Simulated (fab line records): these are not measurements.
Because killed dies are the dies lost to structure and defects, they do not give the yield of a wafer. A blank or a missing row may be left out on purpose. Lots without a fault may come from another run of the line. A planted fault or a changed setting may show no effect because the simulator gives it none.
fab line records -- flow nand-harc
record lots=12, wafers=36, last-day=33
route steps=1302 shown A_CONTACT@1080 A_BLC@1118
lots that met no fault: taken from a fault-free run of the same line
start-h: hours from the record's first day to the start of the lot's first wafer shown -- wait-h: hours elapsed since this lot's preceding step -- " as in the row above -- L1.1+2: a row that stands for several wafers -- - no value present, or no start provided -- * or withheld: withheld -- < > ~ a bound
route shown NAME@n: a module of which the file shows steps, and the number in the route of the first -- usual: average and standard deviation across the fault-free wafers -- same: alike in all rows -- chamber/n: place in a boat -- sites: each site's reading -- _std_site: the standard deviation of these -- _edge_site: outer sites' mean less inner sites' -- radius-mm: for every site, how far away it sits from the centre of the wafer -- mask NAME#n: copy n -- behind: tool/chamber where the wafer was last shaped -- hold: cause of the lot's hold/its duration in hours/its outcome -- device: the transistor (n, p or np) that didn't switch -- end of line: at the end of the route, the tests of the same wafers -- where a step has no rows: the recipe by itself -- killed: dies lost to structure and defects at the first sort, not the wafer's yield -- map: per-die view of a wafer (x killed, . not killed, _ where there is no die)
set.NAME: the setting as run; set.NAME@STEP: as run at that earlier step -- model.NAME: the simulator's own value behind a step, which no gauge read
the route's steps for a sample of lots (tables are steps, rows are wafers)
services: from which hour (start-h, from the record's first day; less than 0 if before it) a tool's chamber was out of use, for how many hours, and why
## steps
# step NHARC_A_CONTACT_INSPECT_10
# usual raw-defect-count=80/35
lot.wafer,tool,chamber,start-h,wait-h,raw-defect-count
L365.1,defect-inspect-01,-,506.39,0.0,20
L365.2,defect-inspect-01,-,506.39,0.0,21
L365.5,defect-inspect-01,-,506.39,0.0,19
L368.1,defect-inspect-02,-,532.98,0.0,63
L368.4,defect-inspect-02,-,532.98,0.0,65
L368.5,defect-inspect-02,-,532.98,0.0,56
L369.4,defect-inspect-01,-,549.05,0.0,89
L369.5,defect-inspect-01,-,549.05,0.0,119
L369.6,defect-inspect-01,-,549.05,0.0,97
L370.1,defect-inspect-02,-,559.95,0.0,76
L370.4,defect-inspect-02,-,559.95,0.0,66
L370.5,defect-inspect-02,-,559.95,0.0,74
L373.1,defect-inspect-01,-,597.20,0.0,151
L373.3,defect-inspect-01,-,597.20,0.0,150
L373.5,defect-inspect-01,-,597.20,0.0,153
L375.2,defect-inspect-02,-,608.40,0.0,103
L375.3,defect-inspect-02,-,608.40,0.0,85
L375.4,defect-inspect-02,-,608.40,0.0,84
L374.1,defect-inspect-02,-,610.10,0.0,112
L374.2,defect-inspect-02,-,610.10,0.0,122
L374.6,defect-inspect-02,-,610.10,0.0,126
L377.1,defect-inspect-01,-,627.86,0.0,82
L377.5,defect-inspect-01,-,627.86,0.0,78
L377.6,defect-inspect-01,-,627.86,0.0,83
L376.1,defect-inspect-02,-,629.48,0.0,69
L376.2,defect-inspect-02,-,629.48,0.0,73
L376.4,defect-inspect-02,-,629.48,0.0,61
L381.1,defect-inspect-01,-,681.15,0.0,56
L381.2,defect-inspect-01,-,681.15,0.0,51
L381.5,defect-inspect-01,-,681.15,0.0,63
L386.2,defect-inspect-01,-,727.54,0.0,82
L386.4,defect-inspect-01,-,727.54,0.0,79
L386.6,defect-inspect-01,-,727.54,0.0,81
L387.2,defect-inspect-01,-,741.08,0.0,41
L387.4,defect-inspect-01,-,741.08,0.0,45
L387.6,defect-inspect-01,-,741.08,0.0,50
# step NHARC_A_CONTACT_ETCH_138
# recipe source-w=withheld, pressure-mtorr=20, bias-v=1200, time-s=311, target-depth-a=19140, ar-flow-sccm=withheld, c4f8-flow-sccm=withheld, o2-flow-sccm=withheld, chemistry=C4F8/O2/Ar
lot.wafer,tool,chamber,start-h,wait-h,rf-hours-counter-h
L365.1,har-cap-etch-02,1,508.63,0.2,85
L365.2,har-cap-etch-02,0,508.63,0.2,85
L365.5,har-cap-etch-02,1,508.63,0.2,-
L368.1,har-cap-etch-03,0,535.17,0.2,52
L368.4,har-cap-etch-03,0,535.17,0.2,-
L368.5,har-cap-etch-03,1,535.17,0.2,-
L369.4,har-cap-etch-01,1,551.39,0.2,-
L369.6,har-cap-etch-01,0,551.39,0.2,-
L369.5,har-cap-etch-01,1,551.39,0.2,-
L370.1,har-cap-etch-03,1,562.20,0.2,57
L370.4,har-cap-etch-03,0,562.20,0.2,-
L370.5,har-cap-etch-03,1,562.20,0.2,-
L373.1,har-cap-etch-03,1,599.45,0.2,62
L373.3,har-cap-etch-03,1,599.45,0.2,-
L373.5,har-cap-etch-03,0,599.45,0.2,-
L375.2,har-cap-etch-01,1,610.99,0.3,19
L375.4,har-cap-etch-01,0,610.99,0.3,-
L375.3,har-cap-etch-01,1,610.99,0.3,-
L374.2,har-cap-etch-03,1,612.31,0.2,65
L374.1,har-cap-etch-03,0,612.31,0.2,65
L374.6,har-cap-etch-03,1,612.31,0.2,-
L377.1,har-cap-etch-03,0,630.06,0.2,67
L377.6,har-cap-etch-03,0,630.06,0.2,-
L377.5,har-cap-etch-03,1,630.06,0.2,-
L376.2,har-cap-etch-02,0,631.68,0.2,106
L376.1,har-cap-etch-02,1,631.68,0.2,106
L376.4,har-cap-etch-02,0,631.68,0.2,-
L381.1,har-cap-etch-01,0,683.36,0.2,33
L381.2,har-cap-etch-01,1,683.36,0.2,33
L381.5,har-cap-etch-01,0,683.36,0.2,-
L386.2,har-cap-etch-02,1,729.94,0.2,124
L386.4,har-cap-etch-02,1,729.94,0.2,-
L386.6,har-cap-etch-02,1,729.94,0.2,-
L387.2,har-cap-etch-01,1,744.01,0.2,42
L387.4,har-cap-etch-01,0,744.01,0.2,-
L387.6,har-cap-etch-01,1,744.01,0.2,-
# step NHARC_A_CONTACT_CVD_19
# recipe target-thk-a=3000, temp-c=300, pressure-torr=40, wf6-flow-sccm=40, h2-flow-sccm=1600, ar-flow-sccm=1560, time-s=802, material=W
# usual chamber-pressure-Torr=40.00/0.099, heater-power-w=471/39, mfc-wf6-sccm=40.00/0.13, throttle-valve-pct=7.99/0.25
lot.wafer,tool,chamber,start-h,wait-h,chamber-pressure-Torr,heater-power-w,mfc-wf6-sccm,throttle-valve-pct
L365.1,cvd-w-01,0,510.88,-,39.97,436,39.96,7.52
L365.2,cvd-w-01,1,510.88,-,40.02,548,40.27,7.60
L365.5,cvd-w-01,0,510.88,-,39.90,427,39.96,7.47
L368.1,cvd-w-01,0,537.37,-,40.06,423,40.20,7.44
L368.4,cvd-w-01,0,537.37,-,40.19,426,39.98,7.47
L368.5,cvd-w-01,0,537.37,-,40.07,430,39.96,7.65
L369.4,cvd-w-02,1,553.92,-,40.10,440,39.95,8.14
L369.6,cvd-w-02,0,553.92,-,39.92,446,39.91,8.17
L369.5,cvd-w-02,1,553.92,-,40.02,453,40.20,8.42
L370.1,cvd-w-01,0,564.56,-,39.98,450,40.12,7.68
L370.4,cvd-w-01,1,564.56,-,39.94,511,39.95,7.91
L370.5,cvd-w-01,0,564.56,-,39.96,444,40.02,7.97
L373.1,cvd-w-02,1,601.75,-,39.96,458,39.83,7.93
L373.3,cvd-w-02,0,601.75,-,40.00,443,39.78,8.27
L373.5,cvd-w-02,1,601.75,-,40.01,443,39.94,8.06
L373.1,cvd-w-02,1,602.75,0.9,39.76,441,40.07,8.27
L373.3,cvd-w-02,0,602.75,0.9,40.03,450,39.92,7.63
L373.5,cvd-w-02,1,602.75,0.9,39.90,441,40.33,8.32
L375.2,cvd-w-02,0,613.32,-,40.09,458,40.04,7.91
L375.3,cvd-w-02,0,613.32,-,40.26,454,39.98,7.97
L375.4,cvd-w-02,1,613.32,-,40.12,440,39.99,8.04
L374.2,cvd-w-01,0,614.57,-,39.97,454,39.99,7.57
L374.1,cvd-w-01,1,614.57,-,39.93,507,39.95,7.88
L374.6,cvd-w-01,1,614.57,-,39.97,536,40.08,7.79
L374.2,cvd-w-01,0,615.56,0.9,40.01,452,39.96,7.70
L374.1,cvd-w-01,1,615.56,0.9,39.85,519,40.07,7.91
L374.6,cvd-w-01,1,615.56,0.9,39.94,512,40.16,7.91
L377.1,cvd-w-01,0,632.45,-,40.09,453,39.82,7.85
L377.6,cvd-w-01,1,632.45,-,40.02,530,40.28,7.88
L377.5,cvd-w-01,0,632.45,-,40.26,458,39.87,7.71
L376.2,cvd-w-01,0,633.95,-,39.86,461,40.05,7.83
L376.1,cvd-w-01,1,633.95,-,40.00,520,39.75,7.89
L376.4,cvd-w-01,1,633.95,-,39.96,517,39.87,7.64
L381.2,cvd-w-01,1,685.57,-,39.95,513,39.92,8.02
L381.1,cvd-w-01,0,685.57,-,40.13,462,40.15,7.62
L381.5,cvd-w-01,0,685.57,-,40.11,446,40.14,7.74
L386.2,cvd-w-02,0,732.27,-,40.09,484,40.11,8.03
L386.4,cvd-w-02,0,732.27,-,40.10,499,39.92,8.10
L386.6,cvd-w-02,1,732.27,-,40.06,417,39.96,8.48
L387.2,cvd-w-02,1,746.41,-,40.22,415,39.87,8.07
L387.4,cvd-w-02,0,746.41,-,39.94,492,40.04,8.27
L387.6,cvd-w-02,0,746.41,-,39.95,496,39.93,8.27
# step NHARC_A_CONTACT_CMP_20
# recipe t-overpolish-s=30, target-thk-nm=300
# usual motor-current-A=11.3/1.2, overpolish-run-s=30.001/0.0096, time-to-endpoint-s=59.6/2.9
lot.wafer,tool,chamber,start-h,wait-h,motor-current-A,overpolish-run-s,time-to-endpoint-s
L365.2,cmp-02,2,511.78,0.6,11.1,29.999,56.6
L365.1,cmp-02,1,511.78,0.6,10.2,29.994,59.7
L365.5,cmp-02,3,511.78,0.6,13.1,30.004,60.7
L368.4,cmp-03,0,538.28,0.5,10.1,29.996,62.8
L368.1,cmp-03,1,538.28,0.5,11.4,30.002,63.7
L368.5,cmp-03,3,538.28,0.5,11.0,29.994,57.3
L369.4,cmp-04,0,554.48,0.4,9.3,30.000,63.1
L369.5,cmp-04,2,554.48,0.4,9.7,29.993,54.8
L369.6,cmp-04,3,554.48,0.4,11.6,29.988,55.8
L370.4,cmp-02,3,565.36,0.5,13.9,30.006,59.3
L370.1,cmp-02,1,565.36,0.5,10.6,30.009,61.0
L370.5,cmp-02,2,565.36,0.5,11.8,30.005,59.8
L373.1,cmp-04,1,603.62,0.7,11.0,30.007,115.1
L373.3,cmp-04,0,603.62,0.7,9.9,30.020,119.4
L373.5,cmp-04,2,603.62,0.7,10.1,30.006,116.2
L375.2,cmp-03,3,614.20,0.8,10.7,30.000,61.5
L375.4,cmp-03,0,614.20,0.8,9.7,30.007,65.5
L375.3,cmp-03,2,614.20,0.8,10.9,29.988,59.9
L374.2,cmp-02,0,616.56,0.9,13.7,29.994,127.1
L374.1,cmp-02,3,616.56,0.9,13.4,29.988,120.4
L374.6,cmp-02,1,616.56,0.9,10.2,30.000,119.1
L377.1,cmp-04,0,633.27,0.7,9.6,29.979,60.1
L377.5,cmp-04,1,633.27,0.7,11.7,30.000,56.7
L377.6,cmp-04,2,633.27,0.7,10.5,29.995,59.0
L376.4,cmp-02,1,634.83,0.4,11.3,30.001,60.8
L376.1,cmp-02,3,634.83,0.4,13.2,30.002,60.0
L376.2,cmp-02,0,634.83,0.4,14.0,29.998,64.3
L381.1,cmp-02,2,686.51,0.7,11.0,30.003,56.5
L381.2,cmp-02,3,686.51,0.7,14.2,29.998,61.0
L381.5,cmp-02,0,686.51,0.7,14.4,29.997,58.5
L386.4,cmp-03,1,733.16,0.5,11.1,29.983,59.6
L386.2,cmp-03,3,733.16,0.5,10.5,30.010,61.3
L386.6,cmp-03,2,733.16,0.5,11.4,30.012,60.5
L387.2,cmp-02,1,747.18,0.6,10.1,29.993,65.1
L387.4,cmp-02,0,747.18,0.6,14.0,29.986,65.0
L387.6,cmp-02,2,747.18,0.6,11.6,30.013,57.9
# step NHARC_A_BLC_OVL_MEAS_11
# usual overlay-x-nm=0.2/0.67, overlay-y-nm=0.2/0.73
lot.wafer,tool,chamber,start-h,wait-h,overlay-x-nm,overlay-y-nm
L365.1,overlay-02,-,512.65,-,-0.6,-0.7
L365.2,overlay-02,-,512.65,-,-0.5,-0.8
L365.5,overlay-02,-,512.65,-,-0.3,-0.8
L368.1,overlay-02,-,539.30,-,1.1,0.8
L368.4,overlay-02,-,539.30,-,0.4,0.1
L368.5,overlay-02,-,539.30,-,-0.1,-0.2
L369.4,overlay-01,-,555.44,-,0.2,0.7
L369.5,overlay-01,-,555.44,-,-0.3,0.1
L369.6,overlay-01,-,555.44,-,0.2,0.4
L370.1,overlay-02,-,566.36,-,-0.2,0.9
L370.4,overlay-02,-,566.36,-,1.3,0.3
L370.5,overlay-02,-,566.36,-,0.4,0.3
L373.1,overlay-01,-,604.49,-,0.8,0.4
L373.3,overlay-01,-,604.49,-,0.5,0.5
L373.5,overlay-01,-,604.49,-,0.7,0.7
L375.2,overlay-01,-,615.20,-,-0.4,1.4
L375.3,overlay-01,-,615.20,-,-1.1,1.3
L375.4,overlay-01,-,615.20,-,-1.1,0.9
L374.1,overlay-01,-,618.40,-,0.9,1.1
L374.2,overlay-01,-,618.40,-,0.4,0.6
L374.6,overlay-01,-,618.40,-,1.2,0.6
L377.1,overlay-01,-,634.07,-,-0.7,1.3
L377.5,overlay-01,-,634.07,-,-0.9,1.0
L377.6,overlay-01,-,634.07,-,-0.3,1.3
L376.1,overlay-02,-,635.83,-,-0.5,-0.7
L376.2,overlay-02,-,635.83,-,-0.6,-0.1
L376.4,overlay-02,-,635.83,-,-0.6,-0.5
L381.1,overlay-01,-,687.33,-,0.9,-0.8
L381.2,overlay-01,-,687.33,-,0.7,-1.0
L381.5,overlay-01,-,687.33,-,0.6,-0.3
L386.2,overlay-01,-,734.16,-,-0.2,0.6
L386.4,overlay-01,-,734.16,-,-0.2,0.7
L386.6,overlay-01,-,734.16,-,-0.3,0.2
L387.2,overlay-02,-,748.18,-,1.0,0.3
L387.4,overlay-02,-,748.18,-,0.7,0.4
L387.6,overlay-02,-,748.18,-,0.2,0.8
## services
tool,chamber,start-h,hours,kind
har-cap-etch-01,-,497.49,17.0,pm
cmp-04,-,504.99,0.2,repair
cmp-04,-,506.37,4.0,pm
cmp-03,-,508.24,0.7,repair
cmp-02,-,526.55,4.0,pm
cmp-03,-,528.75,6.3,repair
cmp-04,-,537.54,0.3,repair
cvd-w-01,-,547.00,13.0,pm
cmp-03,-,553.55,3.3,repair
cmp-03,-,564.73,0.9,repair
cmp-03,-,574.83,4.6,repair
cmp-04,-,604.37,4.0,pm
cmp-02,-,607.66,2.5,repair
cmp-04,-,616.85,0.9,repair
cmp-02,-,624.55,4.0,pm
cvd-w-02,-,631.24,13.0,pm
cvd-w-01,-,646.83,5.2,repair
cmp-03,-,654.81,4.0,pm
cmp-02,-,658.94,6.2,repair
cmp-02,-,668.88,3.5,repair
cmp-02,-,679.44,2.5,repair
cmp-02,-,701.37,1.2,repair
cmp-02,-,722.55,4.0,pm
cvd-w-01,-,728.00,13.0,pm
## key
first-sign step=NHARC_A_CONTACT_CVD_19, reading=visit, direction=added
effect step=NHARC_A_CONTACT_CMP_20, reading=time-to-endpoint-s, direction=up, sigmas=21, usual=*, struck=*
met-at NHARC_A_CONTACT_CVD_19
struck-lots L373,L374
tester-left-out L373,L374
not-acting-at NHARC_A_CONTACT_INSPECT_10,NHARC_A_CONTACT_ETCH_138,NHARC_A_BLC_OVL_MEAS_11
fault kind=repeated-step-whole, tool=cvd-w-01,cvd-w-02, chamber=-, onset-h=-, steps=NHARC_A_CONTACT_CVD_19, times=1, scope=struck-lots-only
# tester-left-out: of these lots the tester's yield and bins aren't shown, on N5 and GAA mostly nor the transistor test; their killed dies are dies lost to structure and defects alone, not to doping, threshold or leakage, so they don't give the yield
